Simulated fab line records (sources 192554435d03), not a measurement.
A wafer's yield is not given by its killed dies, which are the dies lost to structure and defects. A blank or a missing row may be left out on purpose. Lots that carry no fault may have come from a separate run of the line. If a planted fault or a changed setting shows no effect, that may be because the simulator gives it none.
Matching of chambers | flow n5 finfet | N5_BEOL_M15_CMP_49 on cmp-02: 4 sister chambers
The step polishes, stops on SiO2, t overpolish 4.9 s, target thk 850 nm. 8 wafers are shown with their chamber, then 9 later ones without.

## WAFERS WITH THEIR CHAMBER
wafer  | chamber | motor current A (A) | overpolish run s (s)
L083.5 | 0       | 7.9                 | 4.904
L088.6 | 3       | 9.7                 | 4.908
L084.1 | 2       | 8.1                 | 4.905
L084.5 | 2       | 8.5                 | 4.882
L084.6 | 1       | 7.4                 | 4.906
L093.1 | 0       | 8.0                 | 4.900
L093.2 | 3       | 9.1                 | 4.893
L093.3 | 1       | 8.0                 | 4.908

## WAFERS WHOSE CHAMBER IS MISSING
wafer  | motor current A (A) | overpolish run s (s)
L094.4 | 7.4                 | 4.904
L094.5 | 7.9                 | 4.886
L094.6 | 9.4                 | 4.899
L095.2 | 8.1                 | 4.897
L095.4 | 7.5                 | 4.889
L095.5 | 7.5                 | 4.910
L097.4 | 7.9                 | 4.888
L097.5 | 8.0                 | 4.909
L097.6 | 8.9                 | 4.910

## EACH ONE'S CHAMBER
wafer  | from the rows above               | in truth
L094.4 | can't be placed: 1 or 0 or 2      | 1
L094.5 | can't be placed: 2 or 0 or 1      | 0
L094.6 | 3                                 | 3
L095.2 | can't be placed: 0 or 2 or 1      | 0
L095.4 | can't be placed: 0 or 1 or 2      | 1
L095.5 | can't be placed: 1 or 0           | 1
L097.4 | can't be placed: 2 or 0 or 1      | 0
L097.5 | can't be placed: 0 or 1 or 2      | 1
L097.6 | can't be placed: 3 or 2 or 0 or 1 | 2
1 of 9 placed correctly. Unplaceable from these rows: 8, with the true chamber sitting among the candidates in 8. Wrongly placed: 0.
How it was worked out, from the rows above alone: a wafer's distance from a chamber is the root of the sum, over the readings, of the square of ((its reading less the chamber's mean) divided by the reading's scatter). If the next closest chamber is less than 2 further off than the closest, the wafer can't be placed; otherwise it belongs to the closest. The mean given for a chamber averages the wafers shown for that chamber. The scatter: take each reading less its chamber's mean, square it, sum over the shown wafers, divide by the number of wafers less the number of chambers, and take the root.
